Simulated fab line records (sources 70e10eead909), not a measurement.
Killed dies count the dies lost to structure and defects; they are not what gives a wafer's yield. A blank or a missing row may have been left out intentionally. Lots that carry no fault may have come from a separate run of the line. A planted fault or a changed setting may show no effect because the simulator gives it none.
fab line records	flow nand-harc
[record] lots = 12	wafers = 36	last-day = 33
route steps=1302 shown A_WL_FILL@957 A_CONTACT@983 END@1302
lots with no fault: from the same line, run without faults
start-h: hours from the record's first day to the start of the lot's first wafer shown	wait-h: how many hours have passed since the lot's step before this one	" as in the row above	L1.1+2: several wafers, shown together as one row	- no value, or no start given	* or withheld: withheld	< > ~ a bound
route shown NAME@n: names a module that has steps shown in the file, with the first one's number in the route	usual: average and standard deviation across the fault-free wafers	same: alike in all rows	chamber/n: place in a boat	sites: readings site by site	_std_site: their standard deviation	_edge_site: inner sites' mean taken away from outer sites' mean	radius-mm: for every site, how far away it sits from the centre of the wafer	mask NAME#n: copy n	behind: the most recent tool/chamber to have shaped the wafer	hold: reason for holding the lot/hours on hold/outcome of the hold	device: transistor that didn't switch, given as n, p or np	end of line: the route-end tests of the same wafers	a step given without rows: its recipe and nothing more	killed: count of dies lost to structure and defects at first sort (not the wafer's yield)	map: per-die view of a wafer (x killed, . not killed, _ where there is no die)
set.NAME: the setting as run; set.NAME@STEP: as run at that earlier step	model.NAME: the simulator's own value behind a step, which no gauge read
the route's steps for a sample of lots (tables are steps, rows are wafers)
services: a tool's chamber out of use, with start hour (start-h, from the record's first day; less than 0 if before it), hours out, and reason
[[steps]]
[step NHARC_A_WL_FILL_ETCHBACK_04]
[recipe] target-depth-a = 600	time-s = 120	chemistry = NF3
[usual] drypump-motor-current-A = 5.6/0.34	oes-product-au = 0.999/0.0063
lot.wafer	tool	chamber	start-h	wait-h	drypump-motor-current-A	oes-product-au	rf-hours-counter-h
L434.2	rie-metal-03	1	469.67	0.3	6.2	1.002	2.1
L434.3	"	1	"	"	6.2	0.992	-
L434.6	"	1	"	"	6.2	0.997	-
L435.2	rie-metal-01	1	472.18	0.4	5.9	1.002	1.3
L435.4	"	0	"	"	5.6	1.009	-
L435.5	"	0	"	"	5.6	1.008	-
L437.4	rie-metal-02	1	490.86	0.3	5.5	0.993	-
L437.3	"	0	"	"	5.3	0.990	-
L437.5	"	0	"	"	5.3	0.999	-
L440.3	rie-metal-03	1	542.21	0.3	6.2	0.993	-
L440.6	"	0	"	"	5.2	1.000	-
L440.5	"	1	"	"	6.2	0.999	-
L443.2	rie-metal-03	0	559.20	0.3	5.2	0.992	0.5
L443.5	"	0	"	"	5.2	0.994	-
L443.6	"	1	"	"	6.2	0.998	-
L445.4	rie-metal-02	0	579.64	0.2	5.3	0.995	-
L445.3	"	1	"	"	5.5	1.000	-
L445.5	"	1	"	"	5.5	1.003	-
L446.2	rie-metal-03	1	583.54	0.3	6.2	0.999	1.8
L446.6	"	0	"	"	5.2	1.006	-
L446.5	"	1	"	"	6.2	0.999	-
L447.2	rie-metal-01	0	587.20	0.3	5.6	1.002	0.0
L447.4	"	1	"	"	5.9	0.995	-
L447.3	"	0	"	"	5.6	0.997	-
L448.2	rie-metal-01	1	612.57	0.3	5.9	1.004	0.3
L448.4	"	1	"	"	5.9	0.993	-
L448.5	"	1	"	"	5.9	0.984	-
L449.3	rie-metal-02	1	613.13	0.5	5.5	0.999	-
L449.5	"	0	"	"	5.3	0.987	-
L449.6	"	1	"	"	5.5	0.996	-
L454.2	rie-metal-02	0	669.66	0.3	5.3	1.009	0.7
L454.4	"	1	"	"	5.6	0.995	-
L454.5	"	0	"	"	5.3	1.012	-
L457.1	rie-metal-01	0	700.88	0.3	5.6	1.005	2.2
L457.2	"	0	"	"	5.6	1.017	-
L457.5	"	0	"	"	5.6	1.008	-
[step NHARC_A_WL_FILL_STRIP_29]
[recipe] time-s = 20	o2-flow-sccm = 500	ar-flow-sccm = 0	bias-w = 0	chemistry = O2
[usual] drypump-motor-current-A = 5.7/0.37	oes-product-au = 0.998/0.0067	rf-vpp-V = 57.6/0.98	showerhead-plenum-p-Torr = 3.46/0.11	throttle-valve-pct = 17.037/0.0092
lot.wafer	tool	chamber	start-h	wait-h	drypump-motor-current-A	oes-product-au	rf-hours-counter-h	rf-vpp-V	showerhead-plenum-p-Torr	throttle-valve-pct
L435.2	rie-diel-08	1	480.16	0.1	5.1	0.995	6.6	58.0	3.44	17.019
L435.4	"	0	"	"	6.0	0.994	3.7	55.8	3.50	17.038
L435.5	"	1	"	"	5.1	0.996	-	57.2	3.44	17.033
L434.2	rie-diel-11	0	480.20	0.1	5.9	1.004	0.8	56.8	3.35	17.039
L434.3	"	2	"	"	5.4	1.000	0.7	58.8	3.34	17.044
L434.6	"	0	"	"	5.8	0.993	-	56.6	3.35	17.030
L437.3	rie-diel-11	0	503.01	0.1	5.9	0.999	1.0	56.2	3.35	17.045
L437.4	"	2	"	"	5.4	1.002	0.9	56.4	3.34	17.040
L437.5	"	0	"	"	5.9	1.001	-	57.1	3.35	17.042
L440.3	rie-diel-07	1	552.23	0.1	5.7	0.995	2.1	58.5	3.51	17.045
L440.6	"	3	"	"	6.5	1.002	-	58.2	3.34	17.051
L440.5	"	0	"	"	5.9	0.996	-	58.4	3.68	17.043
L443.2	rie-diel-11	2	569.72	0.1	5.4	1.008	3.1	55.7	3.34	17.038
L443.6	"	3	"	"	5.4	1.001	-	58.2	3.49	17.034
L443.5	"	0	"	"	5.9	1.003	-	56.8	3.35	17.048
L445.4	rie-diel-08	1	590.08	0.1	5.1	0.995	1.9	56.9	3.44	17.036
L445.3	"	2	"	"	5.2	0.990	1.8	56.9	3.51	17.036
L445.5	"	0	"	"	6.0	0.996	-	56.6	3.50	17.032
L446.2	rie-diel-07	3	593.46	0.1	6.5	0.998	2.8	56.5	3.34	17.039
L446.6	"	2	"	"	5.8	0.996	-	58.7	3.59	17.024
L446.5	"	3	"	"	6.5	1.006	-	56.3	3.34	17.046
L447.3	rie-diel-08	2	599.97	0.1	5.3	0.993	2.6	58.9	3.51	17.051
L447.2	"	3	"	"	5.7	0.992	2.4	57.4	3.63	17.047
L447.4	"	0	"	"	6.0	0.999	2.4	55.9	3.50	17.033
L449.3	rie-diel-11	0	622.89	0.1	5.9	1.009	0.0	57.2	3.35	17.033
L449.6	"	1	"	"	6.1	1.000	-	56.5	3.38	17.028
L449.5	"	2	"	"	5.4	1.010	-	56.3	3.34	17.050
L448.2	rie-diel-07	0	625.06	0.1	5.9	1.003	3.0	59.8	3.68	17.026
L448.4	"	3	"	"	6.5	1.006	3.4	58.1	3.34	17.050
L448.5	"	0	"	"	5.9	1.001	-	56.8	3.68	17.042
L454.2	rie-diel-07	0	680.12	0.1	5.9	0.999	0.3	58.0	3.68	17.040
L454.4	"	2	"	"	5.8	0.996	0.3	58.7	3.59	17.023
L454.5	"	0	"	"	5.9	0.987	-	57.6	3.68	17.038
L457.1	rie-diel-11	2	712.08	0.1	5.4	1.000	3.1	57.1	3.34	17.023
L457.2	"	0	"	"	5.9	1.011	2.7	56.5	3.35	17.034
L457.5	"	3	"	"	5.4	1.005	-	57.8	3.48	17.031
[step NHARC_A_WL_FILL_ALD_19]
[recipe] target-thk-a = 20	pulse-time-s = 3	ald-cycles = 100	temp-c = 450	material = TiN
[usual] heater-power-w = 1064/130	precursor-pulse-height-rel = 1.000/0.022
lot.wafer	tool	chamber	start-h	wait-h	heater-power-w	precursor-pulse-height-rel
L435.4	ald-metal-04	1	485.73	0.1	1233	0.997
L435.2	"	2	"	"	1174	0.969
L435.5	"	1	"	"	1274	0.995
L434.3	ald-metal-01	0	485.77	0.1	1187	1.016
L434.2	"	1	"	"	978	1.030
L434.6	"	2	"	"	1128	1.029
L437.4	ald-metal-02	1	508.59	0.1	1005	1.008
L437.3	"	0	"	"	803	0.991
L437.5	"	2	"	"	991	0.995
L440.3	ald-metal-01	2	557.82	0.1	1079	0.990
L440.5	"	1	"	"	944	0.979
L440.6	"	2	"	"	1114	1.034
L443.2	ald-metal-02	2	575.25	0.2	1048	0.996
L443.5	"	3	"	"	1141	1.016
L443.6	"	0	"	"	779	1.041
L445.4	ald-metal-04	2	595.56	0.1	1213	1.030
L445.3	"	1	"	"	1248	1.014
L445.5	"	3	"	"	954	1.017
L446.2	ald-metal-01	0	599.01	0.2	1165	1.014
L446.5	"	1	"	"	958	1.011
L446.6	"	2	"	"	1093	1.015
L447.3	ald-metal-04	2	605.53	0.1	1200	0.988
L447.2	"	3	"	"	957	1.022
L447.4	"	1	"	"	1273	1.015
L448.2	ald-metal-01	0	628.49	0.1	1186	0.988
L448.4	"	2	"	"	1068	0.999
L448.5	"	1	"	"	977	0.985
L449.3	ald-metal-04	1	628.49	0.1	1255	0.972
L449.5	"	1	"	"	1274	0.985
L449.6	"	2	"	"	1191	1.011
L454.4	ald-metal-04	1	685.72	0.1	1219	1.002
L454.2	"	0	"	"	997	1.002
L454.5	"	1	"	"	1220	0.988
L457.1	ald-metal-04	3	717.60	0.1	977	0.993
L457.2	"	2	"	"	1193	0.995
L457.5	"	0	"	"	984	0.980
[step NHARC_A_CONTACT_DEP_24]
[recipe] target-thk-a = 5000	temp-c = 400	pressure-torr = 6.5	rf-w = 900	teos-flow-sccm = 161.4	flow-sccm = 2650	target-thk-nm = 500	gas = O2	material = SiO2
[usual] heater-power-w = 580/100	mfc-precursor-sccm = 161.5/0.46	showerhead-vpp-V = 1843/110	throttle-valve-pct = 16.1/0.6
lot.wafer	tool	chamber	start-h	wait-h	heater-power-w	mfc-precursor-sccm	showerhead-vpp-V	throttle-valve-pct
L434.3	pecvd-01	2	486.71	0.1	561	161.6	1795	15.9
L434.2	"	0	"	"	641	161.9	2086	15.5
L434.6	"	2	"	"	582	161.8	1822	16.1
L435.2	pecvd-02	2	486.80	0.2	605	161.9	1908	16.8
L435.5	"	0	"	"	568	161.7	1791	16.1
L435.4	"	1	"	"	537	161.4	1667	16.1
L437.3	pecvd-01	0	509.63	0.2	639	161.9	2032	15.1
L437.4	"	1	"	"	506	161.6	1747	16.4
L437.5	"	2	"	"	473	161.2	1776	15.5
L440.3	pecvd-01	2	558.78	0.1	623	162.0	1805	15.5
L440.6	"	1	"	"	468	161.1	1789	16.5
L440.5	"	2	"	"	476	161.0	1791	15.5
L443.2	pecvd-02	1	576.25	0.2	504	160.1	1709	16.8
L443.6	"	2	"	"	631	161.7	1936	17.0
L443.5	"	0	"	"	636	161.4	1765	16.4
L445.3	pecvd-01	2	596.54	0.1	589	161.7	1782	15.9
L445.5	"	2	"	"	608	161.3	1772	15.7
L445.4	"	0	"	"	704	161.6	2057	15.4
L446.2	pecvd-01	0	599.93	0.1	665	161.8	2069	15.3
L446.5	"	2	"	"	474	161.4	1758	15.7
L446.6	"	0	"	"	686	161.8	2028	15.4
L447.2	pecvd-01	1	606.53	0.2	441	160.7	1775	16.8
L447.3	"	0	"	"	639	128.8	2016	14.9
L447.4	"	1	"	"	470	161.3	1774	16.7
L448.2	pecvd-02	1	629.52	0.2	438	161.3	1731	16.3
L448.5	"	0	"	"	545	161.3	1776	16.5
L448.4	"	1	"	"	456	161.6	1687	16.2
L449.3	pecvd-01	0	629.81	0.3	620	128.4	2069	14.9
L449.5	"	2	"	"	473	161.5	1793	15.8
L449.6	"	0	"	"	649	128.3	2059	15.0
L454.2	pecvd-02	2	686.75	0.2	554	162.2	1896	17.0
L454.4	"	1	"	"	443	162.3	1714	16.4
L454.5	"	2	"	"	619	161.6	1895	17.0
L457.2	pecvd-02	1	718.57	0.1	517	161.1	1714	16.6
L457.1	"	2	"	"	642	162.0	1908	17.2
L457.5	"	0	"	"	618	160.5	1764	16.6
[step NHARC_END_SORT_01]
[recipe] temp-c = 25
[usual] killed-at-array = 59/17	killed-at-other = 0.7/0.9	killed-at-periphery = 3.6/2.3	killed-dies = 63/18	killed-open = 3.4/1.9	killed-short = 2.6/1.7
[same] gross-dies = 677
lot.wafer	tool	chamber	start-h	wait-h	killed-at-array	killed-at-other	killed-at-periphery	killed-dies	killed-open	killed-short
L435.2	prober-02	0	571.32	2.8	74	0	4	78	2	3
L435.4	prober-02	0	572.86	3.3	67	0	5	72	8	0
L435.5	prober-02	0	573.63	3.6	70	0	5	75	3	1
L434.2	prober-01	0	571.34	2.8	64	0	3	67	3	7
L434.3	prober-01	0	572.15	3.1	53	0	0	53	3	1
L434.6	prober-01	0	574.57	4.0	55	0	5	60	4	4
L437.3	prober-01	0	586.74	3.1	52	0	2	54	3	1
L437.4	prober-01	0	587.56	3.4	57	1	2	60	1	3
L437.5	prober-01	0	588.37	3.7	52	1	0	53	3	1
L440.3	prober-01	0	635.92	3.1	57	0	4	61	7	2
L440.5	prober-01	0	637.53	3.7	67	1	5	73	3	2
L440.6	prober-01	0	638.33	4.0	61	0	5	66	2	2
L443.2	prober-02	0	652.99	2.8	40	1	3	44	2	1
L443.5	prober-02	0	655.36	3.7	33	3	3	39	5	3
L443.6	prober-02	0	656.15	4.0	33	1	3	37	3	2
L445.3	prober-01	0	684.30	3.1	43	0	4	47	3	3
L445.4	prober-01	0	685.10	3.4	59	0	4	63	5	4
L445.5	prober-01	0	685.89	3.7	61	0	0	61	2	4
L446.2	prober-01	0	691.29	2.8	71	1	4	76	3	1
L446.5	prober-01	0	693.72	3.7	62	0	8	70	4	5
L446.6	prober-01	0	694.53	4.0	55	0	4	59	2	2
L447.2	prober-02	0	692.57	2.8	70	0	3	73	5	2
L447.3	prober-02	0	693.36	3.1	79	1	7	87	5	2
L447.4	prober-02	0	694.16	3.4	71	0	9	80	3	5
L448.2	prober-02	0	705.32	2.8	69	0	2	71	3	0
L448.4	prober-02	0	706.91	3.4	76	0	5	81	2	1
L448.5	prober-02	0	707.71	3.7	92	0	4	96	2	6
L449.3	prober-01	0	706.12	3.1	61	0	3	64	5	2
L449.5	prober-01	0	707.72	3.7	44	0	2	46	0	1
L449.6	prober-01	0	708.51	4.0	45	1	2	48	4	1
L454.2	prober-02	0	784.24	2.8	37	1	2	40	2	6
L454.4	prober-02	0	785.82	3.4	31	2	1	34	5	3
L454.5	prober-02	0	786.61	3.7	33	3	1	37	4	1
L457.1	prober-01	0	799.06	2.5	69	0	3	72	0	4
L457.2	prober-01	0	799.86	2.8	58	1	1	60	6	3
L457.5	prober-01	0	802.25	3.7	64	0	2	66	1	1
// killed by level:class
L435.2 A_CHANNEL_HOLE_D1:chamber-film-flake=32 A_SLIT:chamber-film-flake=21 A_CHANNEL_HOLE_D2:chamber-film-flake=9 A_WL_FILL:chamber-film-flake=3 A_M0:geometric-particle:open=2 P_ZERO_WELL:chamber-film-flake=2 A_CHANNEL_FILL_D2:chamber-film-flake=2 A_CONTACT:chamber-film-flake=2
L434.2 A_CHANNEL_HOLE_D2:chamber-film-flake=37 A_CONTACT:chamber-film-flake=8 A_SGD_CUT:chamber-film-flake=3 A_ONON_D2:geometric-particle:short=2 A_CHANNEL_HOLE_D1:chamber-film-flake=2 P_CONTACT:geometric-particle:short=1 P_M0:geometric-particle:short=1 A_CHANNEL_HOLE_D1:geometric-particle:short=1
L434.3 A_CHANNEL_HOLE_D2:chamber-film-flake=31 A_CONTACT:chamber-film-flake=7 A_CHANNEL_HOLE_D1:chamber-film-flake=3 A_CHANNEL_FILL_D1:chamber-film-flake=3 A_ONON_D2:geometric-particle:open=2 A_ZERO_WELL:chamber-film-flake=2 A_CHANNEL_FILL_D2:geometric-particle:open=1 A_SGD_CUT:geometric-particle:short=1
L435.4 A_CHANNEL_HOLE_D1:chamber-film-flake=27 A_SLIT:chamber-film-flake=24 A_CONTACT:chamber-film-flake=4 A_CHANNEL_HOLE_D2:chamber-film-flake=3 P_ZERO_WELL:chamber-film-flake=2 P_STI:geometric-particle:open=1 P_M1:geometric-particle:open=1 A_DECK1_JOINT:geometric-particle:open=1
L435.5 A_CHANNEL_HOLE_D1:chamber-film-flake=36 A_SLIT:chamber-film-flake=24 A_CHANNEL_HOLE_D2:chamber-film-flake=3 P_STI:chamber-film-flake=2 A_CONTACT:chamber-film-flake=2 P_STI:geometric-particle:open=1 P_M0:geometric-particle:open=1 A_ONON_D1:geometric-particle:short=1
L434.6 A_CHANNEL_HOLE_D2:chamber-film-flake=32 A_CONTACT:chamber-film-flake=11 A_CHANNEL_FILL_D2:geometric-particle:short=2 P_CONTACT:geometric-particle:open=1 P_CONTACT:geometric-particle:short=1 P_M1:geometric-particle:open=1 A_SOURCE_PLATE:geometric-particle:open=1 A_SGD_CUT:geometric-particle:short=1
L437.3 A_CHANNEL_HOLE_D2:chamber-film-flake=40 A_CONTACT:chamber-film-flake=5 A_CHANNEL_FILL_D1:chamber-film-flake=2 P_M0:geometric-particle:open=1 A_ONON_D1:geometric-particle:open=1 A_SGD_CUT:geometric-particle:open=1 A_WL_FILL:geometric-particle:short=1 P_GATE:chamber-film-flake=1
L437.4 A_CHANNEL_HOLE_D2:chamber-film-flake=35 A_SGD_CUT:chamber-film-flake=6 A_CONTACT:chamber-film-flake=4 A_WL_FILL:chamber-film-flake=3 A_SLIT:chamber-film-flake=2 P_GATE:geometric-particle:short=1 A_CHANNEL_FILL_D1:geometric-particle:short=1 A_ONON_D2:geometric-particle:open=1
L437.5 A_CHANNEL_HOLE_D2:chamber-film-flake=31 A_CHANNEL_HOLE_D1:chamber-film-flake=6 A_WL_FILL:chamber-film-flake=3 A_SGD_CUT:chamber-film-flake=2 A_CONTACT:chamber-film-flake=2 A_CHANNEL_FILL_D1:geometric-particle:short=1 A_DECK1_JOINT:geometric-particle:open=1 A_ONON_D2:geometric-particle:open=1
L440.3 A_SLIT:chamber-film-flake=32 A_CHANNEL_HOLE_D2:chamber-film-flake=12 A_CHANNEL_HOLE_D1:chamber-film-flake=3 A_CONTACT:chamber-film-flake=3 P_M0:geometric-particle:open=2 A_ONON_D1:geometric-particle:open=2 P_STI:geometric-particle:short=1 P_GATE:geometric-particle:open=1
L440.5 A_SLIT:chamber-film-flake=36 A_CHANNEL_HOLE_D2:chamber-film-flake=8 A_CHANNEL_HOLE_D1:chamber-film-flake=6 A_CONTACT:chamber-film-flake=5 A_STAIRCASE:chamber-film-flake=4 A_WL_FILL:chamber-film-flake=3 P_M2:geometric-particle:short=1 A_CHANNEL_FILL_D1:geometric-particle:open=1
L440.6 A_SLIT:chamber-film-flake=29 A_CHANNEL_HOLE_D2:chamber-film-flake=22 P_BONDPAD:chamber-film-flake=3 P_ZERO_WELL:chamber-film-flake=2 A_CHANNEL_HOLE_D1:chamber-film-flake=2 A_CONTACT:chamber-film-flake=2 A_ONON_D2:geometric-particle:open=1 A_CHANNEL_HOLE_D2:geometric-particle:open=1
L443.2 A_CHANNEL_HOLE_D2:chamber-film-flake=19 A_CHANNEL_HOLE_D1:chamber-film-flake=7 A_STAIRCASE:chamber-film-flake=6 A_CONTACT:chamber-film-flake=2 A_CHANNEL_FILL_D1:geometric-particle:open=1 A_ONON_D2:geometric-particle:open=1 A_ONON_D2:geometric-particle:short=1 P_STI:chamber-film-flake=1
L443.5 A_CHANNEL_HOLE_D2:chamber-film-flake=12 A_CONTACT:chamber-film-flake=5 A_CHANNEL_HOLE_D1:chamber-film-flake=3 A_STAIRCASE:chamber-film-flake=3 THIN_TSV:chamber-film-flake=3 A_SLIT:chamber-film-flake=2 P_M0:geometric-particle:short=1 A_CHANNEL_FILL_D1:geometric-particle:open=1
L443.6 A_CHANNEL_HOLE_D2:chamber-film-flake=14 A_CHANNEL_HOLE_D1:chamber-film-flake=5 A_CONTACT:chamber-film-flake=4 P_ZERO_WELL:chamber-film-flake=3 A_CHANNEL_FILL_D2:geometric-particle:open=2 A_STAIRCASE:chamber-film-flake=2 A_STAIRCASE:geometric-particle:short=1 A_WL_FILL:geometric-particle:open=1
L445.3 A_CHANNEL_HOLE_D1:chamber-film-flake=27 A_CONTACT:chamber-film-flake=6 A_SLIT:chamber-film-flake=3 A_CHANNEL_HOLE_D2:unspecified=2 P_STI:geometric-particle:short=1 P_CONTACT:geometric-particle:open=1 P_M0:geometric-particle:open=1 A_SOURCE_PLATE:geometric-particle:short=1
L445.4 A_CHANNEL_HOLE_D1:chamber-film-flake=35 A_CONTACT:chamber-film-flake=11 A_ONON_D1:geometric-particle:open=2 A_M0:geometric-particle:short=2 A_ZERO_WELL:chamber-film-flake=2 A_STAIRCASE:chamber-film-flake=2 P_GATE:geometric-particle:open=1 P_CONTACT:geometric-particle:open=1
L445.5 A_CHANNEL_HOLE_D1:chamber-film-flake=32 A_STAIRCASE:chamber-film-flake=6 A_CHANNEL_HOLE_D2:chamber-film-flake=5 A_SLIT:chamber-film-flake=4 A_CONTACT:chamber-film-flake=4 A_ONON_D2:geometric-particle:short=2 A_CHANNEL_HOLE_D2:unspecified=2 A_CHANNEL_FILL_D1:geometric-particle:short=1
L446.2 A_SLIT:chamber-film-flake=30 A_CHANNEL_HOLE_D2:chamber-film-flake=17 A_STAIRCASE:chamber-film-flake=6 A_CONTACT:chamber-film-flake=6 A_CHANNEL_HOLE_D1:chamber-film-flake=5 P_M1:chamber-film-flake=2 A_CHANNEL_FILL_D2:chamber-film-flake=2 A_WL_FILL:chamber-film-flake=2
L447.2 A_CHANNEL_HOLE_D1:chamber-film-flake=35 A_CHANNEL_HOLE_D2:chamber-film-flake=20 A_STAIRCASE:chamber-film-flake=5 A_CONTACT:chamber-film-flake=4 A_CHANNEL_FILL_D1:geometric-particle:short=2 P_GATE:geometric-particle:open=1 P_M1:geometric-particle:open=1 A_DECK1_JOINT:geometric-particle:open=1
L447.3 A_CHANNEL_HOLE_D1:chamber-film-flake=36 A_CHANNEL_HOLE_D2:chamber-film-flake=21 A_STAIRCASE:chamber-film-flake=5 A_WL_FILL:chamber-film-flake=5 P_STI:chamber-film-flake=3 A_CONTACT:chamber-film-flake=3 A_CONTACT:geometric-particle:open=2 A_CHANNEL_FILL_D2:chamber-film-flake=2
L446.5 A_SLIT:chamber-film-flake=21 A_CHANNEL_HOLE_D2:chamber-film-flake=15 A_STAIRCASE:chamber-film-flake=10 A_CHANNEL_HOLE_D1:chamber-film-flake=3 A_CONTACT:chamber-film-flake=3 A_WL_FILL:chamber-film-flake=3 P_M0:geometric-particle:short=2 P_ZERO_WELL:chamber-film-flake=2
L447.4 A_CHANNEL_HOLE_D1:chamber-film-flake=31 A_CHANNEL_HOLE_D2:chamber-film-flake=17 A_STAIRCASE:chamber-film-flake=8 A_CONTACT:chamber-film-flake=6 A_WL_FILL:chamber-film-flake=4 P_CONTACT:geometric-particle:short=2 P_M0:geometric-particle:open=2 A_WL_FILL:geometric-particle:short=2
L446.6 A_SLIT:chamber-film-flake=26 A_CHANNEL_HOLE_D2:chamber-film-flake=9 A_STAIRCASE:chamber-film-flake=7 A_CHANNEL_HOLE_D1:chamber-film-flake=3 A_CONTACT:chamber-film-flake=3 A_DECK1_JOINT:chamber-film-flake=2 A_WL_FILL:chamber-film-flake=2 P_M0:geometric-particle:open=1
L448.2 A_CHANNEL_HOLE_D1:chamber-film-flake=37 A_SLIT:chamber-film-flake=20 A_CHANNEL_FILL_D2:chamber-film-flake=4 A_WL_FILL:chamber-film-flake=2 A_ONON_D2:geometric-particle:open=1 A_CONTACT:geometric-particle:open=1 A_M0:geometric-particle:open=1 P_ZERO_WELL:chamber-film-flake=1
L449.3 A_CHANNEL_HOLE_D2:chamber-film-flake=29 A_CHANNEL_HOLE_D1:chamber-film-flake=8 A_CONTACT:chamber-film-flake=5 A_WL_FILL:chamber-film-flake=4 A_STAIRCASE:chamber-film-flake=3 A_SLIT:chamber-film-flake=3 P_ZERO_WELL:chamber-film-flake=2 P_GATE:geometric-particle:open=1
L448.4 A_SLIT:chamber-film-flake=34 A_CHANNEL_HOLE_D1:chamber-film-flake=31 A_CHANNEL_FILL_D2:chamber-film-flake=4 P_CONTACT:chamber-film-flake=2 P_BONDPAD:chamber-film-flake=2 A_DECK1_JOINT:chamber-film-flake=2 A_STAIRCASE:chamber-film-flake=2 P_M0:geometric-particle:open=1
L448.5 A_CHANNEL_HOLE_D1:chamber-film-flake=41 A_SLIT:chamber-film-flake=37 A_ONON_D1:geometric-particle:short=3 A_CHANNEL_FILL_D2:chamber-film-flake=3 A_CHANNEL_FILL_D2:geometric-particle:short=2 P_CONTACT:chamber-film-flake=2 A_STAIRCASE:chamber-film-flake=2 A_WL_FILL:chamber-film-flake=2
L449.5 A_CHANNEL_HOLE_D2:chamber-film-flake=20 A_CHANNEL_HOLE_D1:chamber-film-flake=7 A_CONTACT:chamber-film-flake=7 A_DECK1_JOINT:chamber-film-flake=4 A_SLIT:chamber-film-flake=2 A_CHANNEL_FILL_D2:geometric-particle:short=1 P_STI:chamber-film-flake=1 P_GATE:chamber-film-flake=1
L449.6 A_CHANNEL_HOLE_D2:chamber-film-flake=18 A_CONTACT:chamber-film-flake=7 A_CHANNEL_HOLE_D1:chamber-film-flake=5 A_WL_FILL:chamber-film-flake=5 A_SLIT:chamber-film-flake=4 P_CONTACT:geometric-particle:open=1 A_CHANNEL_FILL_D1:geometric-particle:open=1 A_ONON_D2:geometric-particle:open=1
L454.2 A_CHANNEL_HOLE_D1:chamber-film-flake=12 A_SLIT:chamber-film-flake=8 A_STAIRCASE:chamber-film-flake=6 A_CHANNEL_FILL_D1:chamber-film-flake=2 A_CONTACT:chamber-film-flake=2 A_CHANNEL_FILL_D1:geometric-particle:open=1 A_DECK1_JOINT:geometric-particle:short=1 A_DECK1_JOINT:geometric-particle:open=1
L454.4 A_CHANNEL_HOLE_D1:chamber-film-flake=14 A_SLIT:chamber-film-flake=5 A_STAIRCASE:chamber-film-flake=3 THIN_TSV:chamber-film-flake=2 P_GATE:geometric-particle:short=1 A_DECK1_JOINT:geometric-particle:short=1 A_ONON_D1:geometric-particle:short=1 A_CHANNEL_FILL_D1:geometric-particle:open=1
L454.5 A_CHANNEL_HOLE_D1:chamber-film-flake=16 A_SLIT:chamber-film-flake=5 A_STAIRCASE:chamber-film-flake=3 A_M0:geometric-particle:open=2 THIN_TSV:chamber-film-flake=2 A_CHANNEL_HOLE_D2:geometric-particle:open=1 A_WL_FILL:geometric-particle:open=1 STARTING-WAFER:geometric-particle:short=1
L457.1 A_CHANNEL_HOLE_D2:chamber-film-flake=42 A_SLIT:chamber-film-flake=9 A_CHANNEL_HOLE_D1:chamber-film-flake=8 A_STAIRCASE:chamber-film-flake=4 P_M2:chamber-film-flake=2 A_CONTACT:chamber-film-flake=2 P_M0:geometric-particle:short=1 A_CHANNEL_FILL_D2:geometric-particle:short=1
L457.2 A_CHANNEL_HOLE_D2:chamber-film-flake=25 A_CHANNEL_HOLE_D1:chamber-film-flake=11 A_SLIT:chamber-film-flake=10 A_WL_FILL:geometric-particle:open=3 A_WL_FILL:geometric-particle:short=2 A_CONTACT:chamber-film-flake=2 P_CONTACT:geometric-particle:short=1 A_ONON_D2:geometric-particle:open=1
L457.5 A_CHANNEL_HOLE_D2:chamber-film-flake=34 A_CHANNEL_HOLE_D1:chamber-film-flake=21 A_SLIT:chamber-film-flake=3 A_STAIRCASE:chamber-film-flake=2 A_CONTACT:chamber-film-flake=2 P_STI:geometric-particle:short=1 A_M0:geometric-particle:open=1 P_GATE:chamber-film-flake=1
[[services]]
tool	chamber	start-h	hours	kind
ald-metal-01	2	450.15	16.4	repair
rie-diel-07	0	451.93	14.4	repair
rie-metal-02	-	454.00	9.0	pm
rie-diel-11	1	459.15	5.2	repair
rie-diel-07	-	471.20	9.0	pm
ald-metal-04	-	474.00	10.0	pm
rie-metal-02	1	477.82	9.1	repair
pecvd-01	-	492.21	13.0	pm
rie-diel-07	0	500.74	19.2	repair
rie-diel-11	1	517.66	16.6	repair
rie-metal-03	-	519.00	9.0	pm
ald-metal-01	-	526.00	10.0	pm
pecvd-02	-	590.85	13.0	pm
rie-diel-11	0	600.99	5.5	repair
rie-diel-11	-	609.50	9.0	pm
pecvd-01	1	626.79	8.7	repair
ald-metal-04	-	652.00	10.0	pm
pecvd-02	0	666.99	23.4	repair
pecvd-01	-	673.21	13.0	pm
pecvd-02	-	674.26	0.3	repair
rie-diel-11	3	685.80	13.4	repair
ald-metal-04	1	698.06	3.2	repair
pecvd-01	1	706.78	9.3	repair
rie-diel-11	1	716.09	12.6	repair
[[key]]
[first-sign] step = NHARC_A_CONTACT_DEP_24	reading = mfc-precursor-sccm	direction = down	sigmas = 72	usual = 161.5	struck = 128.5
effect none on later readings
met-at NHARC_A_CONTACT_DEP_24
struck-lots L447,L449
struck-wafers L447.3,L449.3,L449.6
tester-left-out L447,L449
not-acting-at NHARC_A_WL_FILL_ETCHBACK_04,NHARC_A_WL_FILL_STRIP_29,NHARC_A_WL_FILL_ALD_19
onset-between 599.93 606.53
[fault] kind = process-parameter-drift	tool = pecvd-01	chamber = 0	onset-h = 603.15	steps = NHARC_A_CONTACT_DEP_24	channel = teos-flow-sccm	offset = *	shape = step	end-h = 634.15	acts-in = *	stated = *
// tester-left-out: of these lots the tester's yield and bins aren't shown, on N5 and GAA mostly nor the transistor test; their killed dies are dies lost to structure and defects alone, not to doping, threshold or leakage, so they don't give the yield
